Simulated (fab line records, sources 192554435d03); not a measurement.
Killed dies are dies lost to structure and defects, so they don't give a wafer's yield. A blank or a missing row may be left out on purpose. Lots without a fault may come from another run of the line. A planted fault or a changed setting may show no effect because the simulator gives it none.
fab line records | flow n5_finfet | part 1 of 2: steps 1 to 4 of 6
record lots=22 wafers=66 last_day=17
route steps=1938 shown FIN_SAQP@102
lots that met no fault: from a run of the same line without faults
start_h: hours from the record's first day to the start of the lot's first wafer shown | wait_h: hours since the lot's step before | " the same as in the row above | L1.1+2: a row that stands for several wafers | - no value, or no start given | * or withheld: withheld | < > ~ a bound
route shown NAME@n: a module of which the file shows steps, and the number in the route of the first | usual: mean/standard deviation of fault-free wafers | same: alike in all rows | chamber/n: place in a boat | sites: the reading at each site | _std_site: their standard deviation | _edge_site: outer sites' mean less inner sites' | radius_mm: how far each site lies from the wafer's centre | mask NAME#n: copy n | behind: the tool/chamber that last shaped the wafer | hold: why the lot was held/for how many hours/how that ended | device: the transistor (n, p or np) that didn't switch | end of line: the same wafers' tests at the end of the route | a step without rows: its recipe alone | killed: dies lost to structure and defects at the first sort, not the wafer's yield | map: a wafer's dies, x killed, . not, _ none there
set.NAME: the setting as run; set.NAME@STEP: as run at that earlier step | model.NAME: the simulator's own value behind a step, which no gauge read
steps of the route over a sample of lots; a table a step, a row a wafer
services: from which hour (start_h, from the record's first day; less than 0 if before it) a tool's chamber was out of use, for how many hours, and why
## steps
# step N5_FIN_SAQP_HM_DEP_72
# recipe material=SiO2 target_thk_a=120 temp_c=400 precursor=SiH4/N2O pressure_torr=0.75 rf_w=275 time_s=7.2
# usual chamber_pressure_Torr=0.7501/0.0016 heater_power_w=821/89 showerhead_plenum_p_Torr=8.16/0.14
# columns lot.wafer tool chamber start_h wait_h chamber_pressure_Torr heater_power_w showerhead_plenum_p_Torr
L074.1 pecvd-03 0 21.62 0.0 0.7521 764 7.94
L074.3 " 1 " " 0.7488 779 8.20
L074.6 " 2 " " 0.7493 765 8.34
L075.1 pecvd-03 0 26.87 0.0 0.7486 778 7.95
L075.4 " 1 " " 0.7497 678 8.20
L075.5 " 0 " " 0.7502 780 7.98
L076.2 pecvd-03 1 34.49 0.0 0.7484 732 8.20
L076.3 " 0 " " 0.7497 785 7.98
L076.6 " 1 " " 0.7499 755 8.22
L077.3 pecvd-03 1 41.71 0.0 0.7501 717 8.18
L077.4 " 1 " " 0.7510 711 8.18
L077.6 " 0 " " 0.7502 700 7.99
L078.1 pecvd-03 2 45.21 0.0 0.7496 838 8.36
L078.3 " 0 " " 0.7477 725 7.99
L078.5 " 2 " " 0.7473 826 8.37
L079.1 pecvd-03 0 51.55 0.0 0.7529 727 7.96
L079.5 " 0 " " 0.7503 728 7.97
L079.6 " 2 " " 0.7484 843 8.38
L080.1 pecvd-01 1 57.48 0.0 0.7509 867 8.05
L080.4 " 1 " " 0.7500 861 8.07
L080.6 " 1 " " 0.7505 858 8.07
L081.4 pecvd-03 2 64.46 0.1 0.7488 896 8.35
L081.5 " 2 " " 0.7499 725 8.36
L081.6 " 0 " " 0.7504 772 7.97
L082.2 pecvd-01 1 69.99 0.0 0.7505 864 8.06
L082.3 " 1 " " 0.7503 865 8.03
L082.6 " 1 " " 0.7514 863 8.06
L083.1 pecvd-01 1 75.38 0.0 0.7518 819 8.05
L083.2 " 0 " " 0.7494 861 8.13
L083.4 " 0 " " 0.7496 860 8.15
L084.1 pecvd-03 0 81.45 0.0 0.7520 772 7.96
L084.2 " 1 " " 0.7509 790 8.21
L084.3 " 2 " " 0.7512 766 8.38
L085.2 pecvd-03 2 88.14 0.0 0.7518 812 8.38
L085.3 " 0 " " 0.7482 783 7.98
L085.4 " 0 " " 0.7485 745 7.97
L086.2 pecvd-01 1 93.06 0.0 0.7483 879 8.07
L086.3 " 1 " " 0.7469 862 8.07
L086.5 " 2 " " 0.7521 830 8.14
L088.1 pecvd-03 1 105.51 0.0 0.7503 768 8.20
L088.3 " 0 " " 0.7485 774 7.96
L088.4 " 0 " " 0.7490 794 7.97
L089.3 pecvd-03 1 111.18 0.0 0.7508 767 8.22
L089.5 " 1 " " 0.7478 772 8.21
L089.6 " 2 " " 0.7513 817 8.38
L090.2 pecvd-03 1 117.50 0.0 0.7496 762 8.21
L090.5 " 1 " " 0.7517 774 8.20
L090.6 " 0 " " 0.7514 784 7.97
L091.2 pecvd-04 2 123.00 0.0 0.7498 841 8.20
L091.5 " 1 " " 0.7509 803 8.01
L091.6 " 2 " " 0.7499 827 8.19
L092.1 pecvd-04 2 128.83 0.0 0.7506 830 8.21
L092.4 " 2 " " 0.7498 800 8.18
L092.6 " 0 " " 0.7503 969 8.21
L094.1 pecvd-04 1 141.91 0.0 0.7514 714 8.01
L094.2 " 0 " " 0.7498 992 8.22
L094.6 " 0 " " 0.7504 1000 8.23
L095.1 pecvd-03 2 147.63 0.0 0.7525 838 8.37
L095.2 " 1 " " 0.7492 753 8.21
L095.4 " 0 " " 0.7512 769 7.99
L096.2 pecvd-04 2 156.65 0.0 0.7503 922 8.20
L096.4 " 1 " " 0.7503 785 8.00
L096.5 " 0 " " 0.7515 987 8.22
L097.1 pecvd-04 0 160.51 0.0 0.7478 1120 8.22
L097.2 " 2 " " 0.7509 754 8.19
L097.5 " 1 " " 0.7499 800 8.01
# step N5_FIN_SAQP_MANDREL_ETCH_22
# recipe target_depth_a=600 chemistry=HBr/Cl2 target=a-Si stop_on=SiNx bt_time_s=10 over_etch_frac=0.5 time_s=30 pressure_mtorr=10 icp_w=800 bias_w=75 HBr_flow_sccm=150 Cl2_flow_sccm=80 ends=end_point
# usual drypump_motor_current_A=5.9/0.49 oes_product_au=0.771/0.015 throttle_valve_pct=35.29/0.26
# same bt_time_s=10
# columns lot.wafer tool chamber start_h wait_h drypump_motor_current_A oes_product_au rf_hours_counter_h throttle_valve_pct
L074.1 rie_si-03 0 22.47 0.0 5.8 0.770 191 35.37
L074.3 " 3 " " 4.8 0.775 103 35.30
L074.6 " 3 " " 4.8 0.786 - 35.29
L075.1 rie_si-03 2 27.57 0.0 5.8 0.750 26 35.39
L075.4 " 0 " " 5.8 0.758 192 35.40
L075.5 " 0 " " 5.9 0.771 - 35.38
L076.2 rie_si-01 2 35.48 0.0 6.3 0.752 12 35.44
L076.3 " 3 " " 6.4 0.791 97 35.43
L076.6 " 2 " " 6.3 0.748 - 35.41
L077.3 rie_si-03 1 43.02 0.0 5.9 0.769 102 34.87
L077.4 " 3 " " 4.8 0.781 103 35.28
L077.6 " 1 " " 5.9 0.780 - 34.85
L078.1 rie_si-04 1 46.04 0.0 5.6 0.789 49 35.09
L078.3 " 2 " " 5.5 0.778 140 35.13
L078.5 " 1 " " 5.6 0.788 - 35.08
L079.1 rie_si-03 2 52.33 0.0 5.7 0.750 26 35.39
L079.5 " 3 " " 4.8 0.792 - 35.32
L079.6 " 2 " " 5.8 0.753 - 35.37
L080.1 rie_si-01 3 58.56 0.0 6.5 0.780 98 35.44
L080.4 " 1 " " 6.4 0.776 131 35.65
L080.6 " 2 " " 6.3 0.757 - 35.41
L081.4 rie_si-01 1 65.28 0.0 6.4 0.764 132 35.64
L081.5 " 3 " " 6.4 0.782 - 35.42
L081.6 " 2 " " 6.3 0.743 - 35.45
L082.2 rie_si-04 0 70.87 0.0 5.2 0.774 37 35.28
L082.3 " 2 " " 5.6 0.788 141 35.13
L082.6 " 2 " " 5.6 0.777 - 35.15
L083.1 rie_si-04 1 76.23 0.0 5.6 0.778 49 35.09
L083.2 " 2 " " 5.6 0.778 141 35.15
L083.4 " 3 " " 5.2 0.793 26 35.53
L084.1 rie_si-01 0 82.62 0.0 5.4 0.756 97 34.86
L084.2 " 1 " " 6.4 0.772 132 35.63
L084.3 " 2 " " 6.3 0.754 13 35.44
L085.2 rie_si-04 2 88.85 0.0 5.6 0.769 141 35.17
L085.3 " 3 " " 5.2 0.776 26 35.54
L085.4 " 1 " " 5.6 0.785 49 35.08
L086.2 rie_si-01 3 93.79 0.0 6.4 0.784 99 35.43
L086.3 " 2 " " 6.3 0.754 13 35.43
L086.5 " 3 " " 6.4 0.791 - 35.41
L088.1 rie_si-01 1 106.37 0.0 6.4 0.776 133 35.65
L088.3 " 0 " " 5.4 0.770 98 34.84
L088.4 " 3 " " 6.4 0.792 99 35.42
L089.3 rie_si-01 3 112.00 0.0 6.5 0.782 99 35.44
L089.5 " 1 " " 6.3 0.770 - 35.65
L089.6 " 0 " " 5.4 0.746 - 34.87
L090.2 rie_si-01 1 118.32 0.0 6.3 0.770 133 35.66
L090.5 " 3 " " 6.4 0.799 - 35.40
L090.6 " 2 " " 6.3 0.750 - 35.43
L091.2 rie_si-01 0 123.71 0.0 5.4 0.758 98 34.87
L091.5 " 2 " " 6.3 0.755 - 35.43
L091.6 " 1 " " 6.3 0.775 - 35.64
L092.1 rie_si-01 2 129.66 0.0 6.3 0.732 14 35.44
L092.4 " 0 " " 5.4 0.760 98 34.89
L092.6 " 1 " " 6.4 0.780 - 35.65
L094.1 rie_si-01 1 142.62 0.0 6.4 0.754 133 35.66
L094.2 " 3 " " 6.4 0.795 100 35.42
L094.6 " 1 " " 6.3 0.785 - 35.62
L095.1 rie_si-03 3 148.63 0.0 4.8 0.786 105 35.30
L095.2 " 1 " " 5.9 0.761 104 34.87
L095.4 " 2 " " 5.8 0.767 28 35.36
L096.2 rie_si-03 1 157.41 0.0 5.9 0.767 104 34.85
L096.4 " 0 " " 5.8 0.768 194 35.37
L096.5 " 2 " " 5.8 0.757 - 35.35
L097.1 rie_si-01 2 161.34 0.0 6.3 0.751 14 35.46
L097.2 " 3 " " 6.4 0.776 100 35.44
L097.5 " 2 " " 6.3 0.746 - 35.43
# step N5_FIN_SAQP_SPACER1_ETCHBACK_25
# recipe chemistry=CHF3/O2 mode=anisotropic_etchback target=SiO2 target_depth_a=244 time_s=12.2 pressure_mtorr=30 source_w=650 bias_w=170 Ar_flow_sccm=200 CHF3_flow_sccm=50 O2_flow_sccm=5 ion_energy_ev=200
# usual O2_flow_sccm=4.997/0.015 drypump_motor_current_A=5.5/0.53 oes_product_au=0.80/0.1 rf_vpp_V=522/5 showerhead_plenum_p_Torr=2.41/0.064 throttle_valve_pct=18.87/0.22
# columns lot.wafer tool chamber start_h wait_h O2_flow_sccm drypump_motor_current_A oes_product_au rf_hours_counter_h rf_vpp_V showerhead_plenum_p_Torr throttle_valve_pct
L074.1 rie_diel-02 3 24.02 0.4 4.971 5.9 0.68 251 523 2.27 18.96
L074.3 " 2 " " 5.008 4.9 0.86 45 519 2.44 18.93
L074.6 " 0 " " 4.968 5.0 0.70 - 515 2.30 19.14
L075.1 rie_diel-02 3 29.45 0.6 5.007 5.9 0.68 252 523 2.27 18.97
L075.4 " 2 " " 5.010 4.9 0.87 46 521 2.44 18.92
L075.5 " 2 " " 5.018 4.9 0.86 - 520 2.44 18.92
L076.2 rie_diel-02 2 37.12 0.4 5.001 4.9 0.86 50 519 2.44 18.92
L076.3 " 0 " " 4.999 5.0 0.69 203 516 2.30 19.14
L076.6 " 0 " " 4.992 5.0 0.70 - 516 2.30 19.15
L077.3 rie_diel-06 3 45.00 0.4 5.025 5.0 0.74 176 517 2.40 18.97
L077.4 " 0 " " 5.005 5.8 0.74 - 522 2.41 18.84
L077.6 " 3 " " 5.016 5.0 0.75 - 518 2.40 18.98
L078.1 rie_diel-04 0 47.56 0.4 5.011 6.3 0.93 8 531 2.47 18.38
L078.3 " 3 " " 4.996 5.5 0.85 66 530 2.45 18.86
L078.5 " 0 " " 5.018 6.2 0.93 - 531 2.47 18.35
L079.1 rie_diel-06 1 54.23 0.4 5.020 5.3 0.68 232 525 2.47 19.23
L079.5 " 3 " " 4.976 4.9 0.75 - 518 2.40 18.98
L079.6 " 1 " " 5.027 5.3 0.68 - 525 2.47 19.22
L080.1 rie_diel-02 2 60.18 0.4 5.004 4.9 0.84 61 520 2.43 18.94
L080.4 " 1 " " 5.014 6.7 0.68 240 515 2.37 19.03
L080.6 " 3 " " 4.975 5.9 1.01 - 531 2.56 18.55
L081.4 rie_diel-04 2 66.80 0.4 4.985 5.2 0.99 8 523 2.47 18.59
L081.5 " 3 " " 4.996 5.5 0.84 - 530 2.45 18.88
L081.6 " 2 " " 4.976 5.2 0.98 - 523 2.47 18.58
L082.2 rie_diel-04 0 72.40 0.4 5.014 6.3 0.91 17 533 2.47 18.37
L082.3 " 3 " " 5.008 5.5 0.84 74 530 2.45 18.86
L082.6 " 3 " " 5.010 5.5 0.83 - 529 2.45 18.87
L083.1 rie_diel-04 0 78.90 0.4 4.998 6.2 0.90 20 532 2.47 18.38
L083.2 " 1 " " 5.001 5.5 0.74 167 518 2.39 18.95
L083.4 " 2 " " 5.018 5.2 0.96 11 522 2.47 18.57
L084.1 rie_diel-06 2 84.14 0.4 4.990 6.1 0.92 8 523 2.37 18.78
L084.2 " 3 " " 5.012 5.0 0.74 190 517 2.39 18.98
L084.3 " 1 " " 4.996 5.3 0.67 243 524 2.47 19.25
L085.2 rie_diel-06 3 92.17 0.4 5.002 5.0 0.74 192 516 2.39 18.98
L085.3 " 2 " " 4.995 6.0 0.92 10 524 2.37 18.76
L085.4 " 0 " " 5.012 5.8 0.74 173 522 2.40 18.85
L086.2 rie_diel-06 1 95.33 0.4 5.034 5.3 0.68 246 524 2.47 19.25
L086.3 " 3 " " 4.975 5.0 0.74 193 517 2.39 19.01
L086.5 " 2 " " 5.020 6.1 0.92 - 523 2.37 18.80
L088.1 rie_diel-02 2 107.89 0.4 4.986 4.9 0.82 80 520 2.43 18.99
L088.3 " 3 " " 4.998 5.9 0.93 18 529 2.56 18.58
L088.4 " 3 " " 5.011 5.9 0.93 - 529 2.56 18.58
L089.3 rie_diel-06 2 113.53 0.4 4.977 6.1 0.90 18 522 2.37 18.80
L089.5 " 2 " " 4.983 6.1 0.90 - 522 2.37 18.81
L089.6 " 3 " " 4.994 5.0 0.72 - 518 2.39 19.03
L090.2 rie_diel-04 0 120.14 0.4 4.997 6.3 0.87 35 531 2.46 18.40
L090.5 " 1 " " 4.993 5.5 0.73 - 520 2.39 18.96
L090.6 " 0 " " 4.976 6.2 0.87 - 531 2.46 18.40
L091.2 rie_diel-04 3 125.23 0.4 4.999 5.5 0.82 93 529 2.44 18.90
L091.5 " 0 " " 4.979 6.2 0.88 - 530 2.46 18.41
L091.6 " 1 " " 4.986 5.5 0.73 - 520 2.39 18.97
L092.1 rie_diel-06 2 131.22 0.4 4.993 6.1 0.88 25 523 2.37 18.80
L092.4 " 0 " " 4.991 5.8 0.72 188 522 2.40 18.89
L092.6 " 1 " " 4.972 5.3 0.95 - 524 2.46 18.83
L094.1 rie_diel-06 2 145.70 0.4 4.982 6.1 0.87 30 523 2.37 18.81
L094.2 " 3 " " 5.011 5.0 0.72 212 517 2.38 19.04
L094.6 " 2 " " 4.998 6.1 0.88 - 522 2.36 18.81
L095.1 rie_diel-02 0 153.47 0.4 5.002 5.0 0.67 247 517 2.29 19.21
L095.2 " 2 " " 5.001 4.9 0.80 96 520 2.42 18.99
L095.4 " 3 " " 4.995 5.9 0.90 34 529 2.55 18.62
L096.2 rie_diel-02 3 159.41 0.4 4.996 5.9 0.90 36 531 2.55 18.62
L096.4 " 2 " " 4.987 5.0 0.80 98 519 2.42 19.01
L096.5 " 1 " " 4.997 6.7 0.95 - 514 2.35 18.64
L097.1 rie_diel-06 1 162.91 0.4 5.004 5.3 0.91 11 524 2.46 18.83
L097.2 " 3 " " 4.984 5.0 0.71 218 517 2.38 19.03
L097.5 " 3 " " 4.998 5.0 0.71 - 518 2.38 19.05
# step N5_FIN_SAQP_ETCH_57
# recipe chemistry=CH3F/O2 target=SiNx mask_material=SiO2 target_depth_a=325 time_s=46.4 pressure_mtorr=30 source_w=395 bias_w=73 Ar_flow_sccm=150 CH3F_flow_sccm=30 O2_flow_sccm=20 ion_energy_ev=120 ends=cleared
# usual O2_flow_sccm=20.00/0.061 drypump_motor_current_A=5.5/0.53 etch_rf_on_time_s=46.1/0.9 oes_product_au=0.68/0.083 rf_vpp_V=296/3.1 showerhead_plenum_p_Torr=2.00/0.05 throttle_valve_pct=16.32/0.23
# columns lot.wafer tool chamber start_h wait_h O2_flow_sccm drypump_motor_current_A etch_rf_on_time_s oes_product_au rf_hours_counter_h rf_vpp_V showerhead_plenum_p_Torr throttle_valve_pct
L074.1 rie_diel-04 2 24.26 0.0 19.88 5.1 46.0 0.57 258 296 2.05 16.46
L074.3 " 1 " " 19.95 5.5 45.1 0.65 145 295 1.99 16.36
L074.6 " 2 " " 19.99 5.2 46.1 0.58 - 297 2.05 16.47
L075.1 rie_diel-04 0 29.70 0.0 19.95 6.3 44.7 0.83 1 303 2.06 15.77
L075.4 " 3 " " 20.06 5.5 46.0 0.73 - 301 2.04 16.24
L075.5 " 0 " " 19.96 6.3 45.6 0.83 - 301 2.06 15.78
L076.2 rie_diel-02 2 37.37 0.0 20.12 5.0 45.8 0.73 50 295 2.02 16.35
L076.3 " 1 " " 19.99 6.7 46.8 0.59 230 294 1.97 16.52
L076.6 " 1 " " 20.10 6.7 47.3 0.59 - 292 1.97 16.50
L077.3 rie_diel-02 1 45.25 0.0 19.93 6.7 46.4 0.58 234 292 1.96 16.52
L077.4 " 2 " " 20.02 4.9 45.3 0.73 - 295 2.02 16.37
L077.6 " 1 " " 20.02 6.7 47.3 0.59 - 292 1.96 16.51
L078.1 rie_diel-04 0 47.91 0.1 20.11 6.2 45.6 0.79 9 301 2.06 15.81
L078.3 " 1 " " 19.94 5.5 45.9 0.64 156 293 1.99 16.37
L078.5 " 2 " " 19.94 5.1 44.5 0.88 - 298 2.05 15.98
L079.1 rie_diel-06 3 54.48 0.0 20.00 5.0 45.8 0.64 179 293 1.99 16.46
L079.5 " 1 " " 19.97 5.3 46.6 0.59 - 297 2.06 16.70
L079.6 " 3 " " 20.00 5.0 46.5 0.64 - 295 1.99 16.42
L080.1 rie_diel-06 0 60.42 0.0 20.00 5.8 45.6 0.63 163 296 2.00 16.31
L080.4 " 1 " " 19.95 5.3 46.9 0.58 - 298 2.05 16.71
L080.6 " 0 " " 19.90 5.8 46.3 0.64 - 296 2.00 16.31
L081.4 rie_diel-02 1 67.05 0.0 19.93 6.7 46.9 0.58 242 294 1.96 16.52
L081.5 " 1 " " 19.94 6.6 46.7 0.58 - 292 1.96 16.53
L081.6 " 0 " " 20.09 5.0 47.4 0.59 - 293 1.90 16.60
L082.2 rie_diel-06 2 72.65 0.0 20.01 6.1 45.2 0.82 3 297 1.97 16.17
L082.3 " 1 " " 20.00 5.3 47.1 0.58 238 298 2.05 16.72
L082.6 " 3 " " 20.05 5.0 46.6 0.64 - 294 1.99 16.47
L083.1 rie_diel-02 0 79.14 0.0 19.98 5.0 46.8 0.58 220 293 1.90 16.61
L083.2 " 2 " " 19.94 4.9 46.7 0.71 68 294 2.02 16.39
L083.4 " 3 " " 19.96 5.9 46.9 0.83 6 300 2.13 15.99
L084.1 rie_diel-06 1 84.39 0.0 20.03 5.3 46.5 0.58 243 299 2.05 16.72
L084.2 " 2 " " 19.96 6.1 45.8 0.80 8 298 1.97 16.18
L084.3 " 3 " " 20.02 5.0 45.8 0.63 190 293 1.99 16.45
L085.2 rie_diel-02 2 92.42 0.0 19.98 4.9 45.7 0.71 72 296 2.02 16.39
L085.3 " 0 " " 20.04 5.0 47.0 0.58 223 293 1.90 16.62
L085.4 " 0 " " 20.08 5.0 47.7 0.58 - 292 1.90 16.62
L086.2 rie_diel-06 1 95.57 0.0 20.00 5.3 45.9 0.58 246 298 2.05 16.73
L086.3 " 3 " " 20.07 5.0 45.1 0.63 193 294 1.98 16.48
L086.5 " 3 " " 20.10 5.0 46.2 0.63 - 293 1.98 16.48
L088.1 rie_diel-06 3 108.14 0.0 20.01 5.0 46.1 0.62 198 294 1.98 16.50
L088.3 " 0 " " 19.94 5.8 45.9 0.63 178 295 1.99 16.32
L088.4 " 0 " " 20.00 5.8 46.3 0.62 - 295 1.99 16.32
L089.3 rie_diel-02 2 113.77 0.0 20.08 4.9 45.6 0.69 82 294 2.01 16.40
L089.5 " 2 " " 20.01 4.9 46.0 0.70 - 294 2.01 16.43
L089.6 " 3 " " 20.00 5.9 46.0 0.80 - 301 2.13 16.00
L090.2 rie_diel-04 0 120.39 0.0 19.98 6.3 45.9 0.74 35 302 2.05 15.84
L090.5 " 2 " " 19.98 5.1 44.8 0.81 - 297 2.05 16.02
L090.6 " 1 " " 19.95 5.5 46.9 0.63 - 295 1.98 16.42
L091.2 rie_diel-06 0 125.47 0.0 19.96 5.8 45.5 0.63 185 297 1.99 16.36
L091.5 " 3 " " 20.02 5.0 47.3 0.62 - 294 1.98 16.48
L091.6 " 0 " " 19.95 5.8 45.5 0.62 - 297 1.99 16.33
L092.1 rie_diel-06 1 131.47 0.0 20.05 5.3 46.0 0.81 1 297 2.05 16.23
L092.4 " 0 " " 20.05 5.8 47.3 0.62 188 295 1.99 16.34
L092.6 " 2 " " 20.05 6.1 46.7 0.76 - 297 1.96 16.22
L094.1 rie_diel-06 1 145.96 0.1 20.03 5.3 46.4 0.79 6 298 2.05 16.25
L094.2 " 2 " " 19.99 6.1 46.5 0.74 30 297 1.96 16.20
L094.6 " 2 " " 20.04 6.1 47.5 0.74 - 296 1.96 16.21
L095.1 rie_diel-02 2 153.94 0.3 20.16 5.0 45.0 0.69 96 294 2.01 16.45
L095.2 " 1 " " 19.90 6.7 44.9 0.81 16 290 1.95 16.07
L095.4 " 3 " " 20.14 5.9 45.3 0.77 34 300 2.12 16.04
L096.2 rie_diel-04 1 159.66 0.0 19.92 5.5 45.8 0.62 193 295 1.98 16.43
L096.4 " 0 " " 20.05 6.3 46.5 0.73 48 303 2.04 15.86
L096.5 " 0 " " 20.02 6.2 45.6 0.73 - 300 2.04 15.87
L097.1 rie_diel-04 0 163.25 0.1 20.05 6.2 46.5 0.71 50 302 2.04 15.87
L097.2 " 1 " " 20.17 5.5 46.9 0.61 194 293 1.98 16.47
L097.5 " 1 " " 20.07 5.5 48.8 0.61 - 294 1.98 16.45
